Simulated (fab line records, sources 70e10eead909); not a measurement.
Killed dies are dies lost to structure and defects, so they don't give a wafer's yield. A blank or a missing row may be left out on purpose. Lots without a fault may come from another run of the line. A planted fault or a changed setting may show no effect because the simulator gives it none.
A struck lot beside a sound one | flow nand_harc | 33 steps out of a route of 1159
Sound: wafers L137.3, L137.4, L137.6. Struck: wafers L147.2, L147.3, L147.5. The cause comes at the end.
At each step with rows: each side's tool, then ch and its chambers, then its first start. Under that, the readings that differ: sound wafers | struck wafers | difference of the means | sigmas: that difference in standard deviations of wafers without a fault.
alike: readings whose means differ by less than 2 such deviations, and words and numbers that are the same on both sides. not compared: withheld readings, readings that some wafer has no value for, bounds like >300 that may hide the same value, and numbers for which the record gives no deviation and whose values overlap.
The two part at a step that has a row with sigmas, a row that says differs or no value, or rows on one side only. Numbers that don't overlap but have no deviation are shown without sigmas and don't part them. A reading that every wafer of one side lacks parts them only if that side has two wafers or more.

first, 3 steps without rows for these wafers: NHARC_A_CHANNEL_HOLE_D1_EXPOSE_07 (exposes mask HOLE D1, target cd 100 nm); NHARC_A_CHANNEL_HOLE_D1_PEB_08 (peb time 65 s); NHARC_A_CHANNEL_HOLE_D1_DEVELOP_09 (develop time 35 s).
NHARC_A_CHANNEL_HOLE_D1_CD_MEAS_10: target cd 100 nm.
  sound on cd_sem-03 ch 0, day 8 17:26; struck on cd_sem-03 ch 0, day 10 10:40
  alike: cd_nm
NHARC_A_CHANNEL_HOLE_D1_OVL_MEAS_11:
  sound on overlay-02, day 8 17:31; struck on overlay-01, day 10 10:45
  alike: overlay_x_nm, overlay_y_nm
NHARC_A_CHANNEL_HOLE_D1_INSPECT_12:
  sound on defect_inspect-02, day 8 17:34; struck on defect_inspect-02, day 10 10:47
  alike: raw_defect_count
then, 1 step without rows for these wafers: NHARC_A_CHANNEL_HOLE_D1_DESCUM_15 (chemistry O2, time 3 s).
NHARC_A_CHANNEL_HOLE_D1_ETCH_38: etches the open film in CF4, target depth 39 nm, time 65 s.
  sound on rie_diel-10 ch 1,2,3, day 8 17:43; struck on rie_diel-07 ch 0,1,2, day 10 10:56
  alike: drypump_motor_current_A, oes_product_au, rf_vpp_V, showerhead_plenum_p_Torr, throttle_valve_pct
  not compared: rf_hours_counter_h
NHARC_A_CHANNEL_HOLE_D1_ETCH_39: etches the open film in N2/H2, target depth 260 nm, time 325 s.
  sound on rie_diel-10 ch 0,1,3; struck on rie_diel-07 ch 1,2,3
  alike: drypump_motor_current_A, oes_product_au, rf_vpp_V, showerhead_plenum_p_Torr, throttle_valve_pct
  not compared: rf_hours_counter_h
then, 2 steps without rows for these wafers: NHARC_A_CHANNEL_HOLE_D1_ETCH_34 (etches the open film in CF4/CHF3, target depth 154 nm, time 77 s); NHARC_A_CHANNEL_HOLE_D1_ETCH_16 (etches the open film in O2/COS, target depth 3100 nm, time 806 s).
NHARC_A_CHANNEL_HOLE_D1_CD_MEAS_18:
  sound on cd_sem-01, day 8 18:44; struck on cd_sem-02, day 10 11:58
  alike: cd_nm
NHARC_A_CHANNEL_HOLE_D1_ETCH_19: etches the open film in C4F8/O2/Ar, time 34.5 s.
  sound on har_etch-01 ch 0,1, day 8 18:51; struck on har_etch-01 ch 0,1, day 10 12:03
  alike: drypump_motor_current_A, showerhead_plenum_p_Torr, throttle_valve_pct
  not compared: rf_hours_counter_h
NHARC_A_CHANNEL_HOLE_D1_ETCH_20: etches the open film in C4F8/O2/Ar, time 361.9 s, target depth 1600 nm.
  sound on har_etch-01 ch 0,1, day 8 19:02; struck on har_etch-01 ch 0,1, day 10 12:11
  alike: drypump_motor_current_A, showerhead_plenum_p_Torr, throttle_valve_pct
  not compared: rf_hours_counter_h
then, 1 step without rows for these wafers: NHARC_A_CHANNEL_HOLE_D1_ETCH_21 (etches the open film in C4F8/O2/Ar, time 514.3 s, target depth 1600 nm).
NHARC_A_CHANNEL_HOLE_D1_ETCH_22: etches the open film in C4F8/O2/Ar, time 666.7 s, target depth 1600 nm.
  sound on har_etch-01 ch 0,1, day 8 19:52; struck on har_etch-01 ch 0,1, day 10 12:59
  alike: drypump_motor_current_A, showerhead_plenum_p_Torr, throttle_valve_pct
  not compared: rf_hours_counter_h
then, 8 steps without rows for these wafers: NHARC_A_CHANNEL_HOLE_D1_ETCH_23 (etches the open film in C4F8/O2/Ar, time 819 s, target depth 1600 nm); NHARC_A_CHANNEL_HOLE_D1_ETCH_24 (etches the open film in C4F8/O2/Ar, time 906.2 s, target depth 1500 nm); NHARC_A_CHANNEL_HOLE_D1_ETCH_25 (etches the open film in C4F8/O2/Ar, time 1040.2 s, target depth 1500 nm); NHARC_A_CHANNEL_HOLE_D1_ETCH_26 (etches the open film in C4F8/O2/Ar, time 224.1 s, target depth 300 nm); NHARC_A_CHANNEL_HOLE_D1_ETCH_33 (etches the open film in C4F8/O2/Ar, time 90 s, target depth 400 nm); NHARC_A_CHANNEL_HOLE_D1_STRIP_41 (strips in N2/H2); NHARC_A_CHANNEL_HOLE_D1_STRIP_42 (strips in CF4/CHF3); NHARC_A_CHANNEL_HOLE_D1_STRIP_43 (strips in O2/COS).
NHARC_A_CHANNEL_HOLE_D1_ETCH_44: etches the open film in CF4/O2, target depth 140 nm, overetch 14 nm, time 77 s.
  sound on rie_diel-10 ch 1,3, day 8 23:33; struck on rie_diel-10 ch 0,1,2, day 10 16:46
  alike: drypump_motor_current_A, oes_ar_750_au, oes_product_au, rf_vpp_V, showerhead_plenum_p_Torr, throttle_valve_pct
  not compared: rf_hours_counter_h
then, 3 steps without rows for these wafers: NHARC_A_CHANNEL_HOLE_D1_STRIP_27 (strips in O2); NHARC_A_CHANNEL_HOLE_D1_PRECLEAN_28 (cleans in SC1); NHARC_A_CHANNEL_HOLE_D1_SRD_29.
NHARC_A_CHANNEL_HOLE_D1_CD_MEAS_30:
  sound on cd_sem-03, day 9 00:22; struck on cd_sem-03, day 10 17:54
  alike: cd_nm
then, 1 step without rows for these wafers: NHARC_A_CHANNEL_HOLE_D1_XSEM_31.
NHARC_A_CHANNEL_HOLE_D1_INSPECT_40:
  sound on defect_inspect-02, day 9 00:33; struck on defect_inspect-01, day 10 18:05
  reading          | sound    | struck      | difference | sigmas
  raw_defect_count | 67 65 56 | 753 756 759 | +693       | +43
then, 1 step without rows for these wafers: NHARC_A_CHANNEL_FILL_D1_PRECLEAN_00 (cleans in SC1).
-- the record jumps here: 11 days lie between the struck wafers' starts before and after (it left off in module A_CHANNEL_FILL_D1 and takes up again in module END, whose first step shown is number 1159 of the route) --
NHARC_END_SORT_01:
  the record has rows for the struck wafers here (prober-01 ch 0, day 21 21:31) and none for the sound ones

WHERE THEY PART
First at NHARC_A_CHANNEL_HOLE_D1_INSPECT_40; last, within this record, at NHARC_END_SORT_01.

WHY: what the simulator had put in
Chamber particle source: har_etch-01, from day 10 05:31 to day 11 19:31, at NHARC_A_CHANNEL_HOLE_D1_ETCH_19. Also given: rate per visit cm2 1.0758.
